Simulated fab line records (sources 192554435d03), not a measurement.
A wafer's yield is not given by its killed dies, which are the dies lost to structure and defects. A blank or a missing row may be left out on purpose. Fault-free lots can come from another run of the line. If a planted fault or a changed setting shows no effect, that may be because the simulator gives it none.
Matching of chambers ; flow n5 finfet ; N5_BEOL_M11_CURE_71 on uv cure-03 has 3 sister chambers
The step cures SiCOH lowk, time 240 s. 6 wafers are shown with their chamber, then 7 later ones without.

== WAFERS WITH THEIR CHAMBER ==
wafer;chamber;wafer_temp_C_max;lamp power pct (%)
L082.4;0;386.3;52.29
L082.6;0;386.3;52.28
L086.3;1;387.8;52.36
L086.4;1;389.3;52.36
L090.1;2;387.2;52.31
L090.4;2;387.2;52.27

== WAFERS WITHOUT THEIR CHAMBER ==
wafer;wafer_temp_C_max;lamp power pct (%)
L090.6;386.7;52.23
L093.3;387.4;52.26
L093.4;387.6;52.37
L093.5;387.1;52.39
L097.3;387.0;52.40
L097.4;387.7;52.25
L097.6;387.3;52.35

== THE CHAMBER EACH PASSED THROUGH ==
wafer;from the rows above;in truth
L090.6;can't be placed: 0 or 2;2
L093.3;can't be placed: 2 or 0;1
L093.4;1;1
L093.5;1;1
L097.3;1;1
L097.4;can't be placed: 2 or 0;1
L097.6;can't be placed: 1 or 2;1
Correct placement for 3 of the 7. From these rows, 4 cannot be placed; in 2 the true chamber is one of the candidates. Placed wrongly: 0.
How it was worked out, from the rows above alone: a wafer's distance from a chamber is the root of the sum, over the readings, of the square of ((its reading less the chamber's mean) divided by the reading's scatter). If the next closest chamber is less than 2 further off than the closest, the wafer can't be placed; otherwise it belongs to the closest. For every chamber, the mean is computed from those of its wafers that are shown. The scatter: the root of (the sum of the squares of (reading less its chamber's mean) over the shown wafers, divided by (wafers less chambers)).
